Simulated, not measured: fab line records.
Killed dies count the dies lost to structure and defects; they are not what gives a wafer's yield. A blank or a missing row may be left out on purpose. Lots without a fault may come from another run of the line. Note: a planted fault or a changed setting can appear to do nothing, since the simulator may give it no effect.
Comparing a struck lot with a sound one + flow nand_harc + 14 steps out of a route of 1302
Sound: wafers L950.1, L950.4, L950.5. Struck: wafers L954.1, L954.2, L954.5. The cause is named last.
Per side, at each step with rows, come the tool, then ch with its chambers, and then its first start. Under that, the readings that differ: sound wafers + struck wafers + difference of the means + sigmas: that difference in standard deviations of wafers without a fault.
alike: same words and numbers on both sides, and readings whose means sit less than 2 such deviations apart. not compared: any withheld reading, any reading some wafer has no value for, any bound like >300 that may hide the same value, and any number with overlapping values for which the record gives no deviation.
Wherever a step has rows on one side only, a row that says differs or no value, or a row with sigmas, the two part there. Non-overlapping numbers with no deviation appear without sigmas and do not part them. A reading that every wafer of one side lacks parts them only if that side has two wafers or more.

NHARC_A_BLC_STRIP_29: strips in CF4.
  sound on rie_diel-10 ch 0,3, day 23 06:55; struck on rie_diel-01 ch 1,2,3, day 25 14:14
  alike: drypump_motor_current_A, oes_product_au, rf_vpp_V, showerhead_plenum_p_Torr, throttle_valve_pct
  not compared: rf_hours_counter_h
NHARC_A_BLC_STRIP_21: strips in O2.
  sound on rie_diel-10 ch 0,2,3, day 23 07:02; struck on rie_diel-01 ch 1,2,3, day 25 14:20
  alike: drypump_motor_current_A, oes_product_au, rf_vpp_V, showerhead_plenum_p_Torr, throttle_valve_pct
  not compared: rf_hours_counter_h
then, 1 step without rows for these wafers: NHARC_A_BLC_STRIP_22 (strips in post etch residue remover, time 600 s).
NHARC_A_BLC_DEGAS_30: time 60 s.
  sound: pvd_sputter-01 at day 23 07:26; struck: pvd_sputter-02 at day 25 14:46
  alike: heater_power_w, susceptor_temp_C
then, 1 step without rows for these wafers: NHARC_A_BLC_PRE_CLEAN_31 (time 15 s).
NHARC_A_BLC_PVD_32: deposits Ti, target thk 5 nm, time 17.7 s.
  sound on pvd_sputter-01; struck on pvd_sputter-02
  alike: cathode_dc_power_W, chamber_pressure_pa, substrate_temp_c, throttle_valve_pct
then, 1 step without rows for these wafers: NHARC_A_BLC_ALD_23 (deposits TiN, target thk 3 nm, pulse time 1 s, ald cycles 150).
NHARC_A_BLC_CVD_24: deposits W, target thk 150 nm, time 434 s.
  sound: cvd_w-02 ch 0,1; struck: cvd_w-02 ch 0,1
  alike: heater_power_w, susceptor_temp_C, throttle_valve_pct
  not compared: since_wet_clean_h
then, 2 steps without rows for these wafers: NHARC_A_BLC_CMP_25 (polishes, t overpolish 30 s, target thk 150 nm); NHARC_A_BLC_SRD_27.
NHARC_A_BLC_INSPECT_28:
  sound: defect_inspect-01 at day 23 08:50; struck: defect_inspect-02 at day 25 16:13
  alike: raw_defect_count
NHARC_A_M0_DEP_00: deposits SiOC, target thk 150 nm.
  sound on pecvd-04 ch 1,2, day 23 08:54; struck on pecvd-03 ch 0,2, day 25 16:17
  no value came back on the struck wafers for chamber_pressure_Torr (Torr), rf_fwd_power_W (W); on the sound wafers chamber_pressure_Torr (Torr) reads 4.980 4.992 4.993
  not compared: since_wet_clean_h
then, 1 step without rows for these wafers: NHARC_A_M0_DEHYDRATE_01 (time 120 s).
NHARC_END_SORT_01:
  the record has rows for the struck wafers here (prober-02 ch 0, day 27 09:19) and none for the sound ones

WHERE THEY PART
First at NHARC_A_M0_DEP_00; last, within this record, at NHARC_END_SORT_01.

WHY: the cause the simulator had injected
Entire step skipped (pecvd-03, NHARC_A_M0_DEP_00), from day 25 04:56 onward. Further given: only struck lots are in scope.
